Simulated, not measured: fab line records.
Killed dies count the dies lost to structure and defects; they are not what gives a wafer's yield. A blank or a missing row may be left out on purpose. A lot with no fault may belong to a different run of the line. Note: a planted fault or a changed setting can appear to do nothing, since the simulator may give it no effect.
Code-filled problem report in 8D (eight disciplines) form    flow n5Finfet    the parts of the form that need people (team, actions taken, sign-off) are left out
Where a reading is given only as a bound, like >300, the bound stands for it, and a mean or a difference that rests on one is marked > or <: the true number lies beyond.

== 1. WHAT WENT WRONG ==
rawDefectCount at N5_PASSIVATION_INSPECT_61 reads a mean of >300 on 6 wafers of 2 lots; wafers without a fault read 2.1 with a standard deviation of 1.5. So: +99 or more standard deviations from the usual mean.
The step: inspects for defects (macro).
First seen on wafer L576.1, day 14 01:19, on defectInspect-01. The record has a number at this step for 32 wafers belonging to 11 lots. The rule behind "out" and "out of limits": a value lying over 4 standard deviations away from the usual mean. All remaining wafers that have a number are taken as sound.

== 2. WHAT IT IS; WHAT IT IS NOT ==
question                     is                                  is not
which readings at this step  rawDefectCount                      -
which lots                   L576, L579                          L573, L580, L582, L583, L585, L586, L588, L589, L591
which wafers of those lots   all that have a number              -
read on which gauges         defectInspect-01, defectInspect-02  -
when                         from day 14 01:19                   up to then (3 sound wafers); but 23 sound wafers of L580, L582, L583, L585, L586, L588, L589, L591 came after

== 3. WHAT RULES OUT EACH SUSPECT ==
Counting: a tool at a process step up to the reading stays a suspect if it ran every lot that is out and no sound lot after the first of them.
- the gauge at N5_PASSIVATION_INSPECT_61 is ruled out. Those wafers that are out were read across 2 gauges (defectInspect-01, defectInspect-02).
- rieDiel-02 at N5_MIM_BOT_ETCH_STRIP_01 (strips in O2): ruled out as a lasting fault. Sound lots L580, L586 ran on it after its first lot that is out, L576 (day 13 22:47).
- wetBench-02 at N5_MIM_BOT_ETCH_CLEAN_05 (cleans in IPA, time 180 s): ruled out as a lasting fault. Sound lots L591 ran on it after its first lot that is out, L576 (day 13 23:13).
Left after counting: nothing in the record.

== 4. THE CAUSE (what the simulator had put in) ==
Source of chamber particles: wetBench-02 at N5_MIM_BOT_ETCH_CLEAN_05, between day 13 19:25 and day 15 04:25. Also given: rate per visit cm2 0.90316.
The count ruled it out by mistake, since the rule takes a fault to strike every lot its tool runs from the start of the fault on, and this one did not do so.

== 5. SEQUENCE OF EFFECTS, ordered by route ==
Each row: a reading whose mean over the struck wafers that have a number lies more than 3 standard deviations from the usual. Scope: only readings with a usual standard deviation given in the record; hours: median across lots of the time from each lot's start at the first step in this table that gives one to its start at this step; sigmas: change in usual standard deviations.
hours  step                       reading              usual   on struck wafers  change  sigmas
0      N5_PASSIVATION_INSPECT_61  rawDefectCount       2.1     >300              >+298   +99 or more
8      N5_PASSIVATION_PROBE_49    defectLimitedYield   91.3 %  84.9              -6.4    -4.9
8      N5_PASSIVATION_PROBE_49    killedAtOther        3.1     102.2             +99.1   +38
8      N5_PASSIVATION_PROBE_49    killedDies           102     179               +77     +4.8
8      N5_PASSIVATION_PROBE_49    sort_bin_5_function  5.1 %   9.3               +4.2    +4.8
8      N5_PASSIVATION_PROBE_49    sortNPass            1078    1001              -77     -4.8
8      N5_PASSIVATION_PROBE_49    sortYieldPct         91.3 %  84.9              -6.4    -4.9
Here are the process steps it includes:
- N5_PASSIVATION_PROBE_49

== 6. WHAT WOULD HAVE CAUGHT IT SOONER ==
6 hours passed between the start of the fault at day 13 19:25 and the first reading out of limits at a measuring or inspecting step in this record, taken at day 14 01:19.
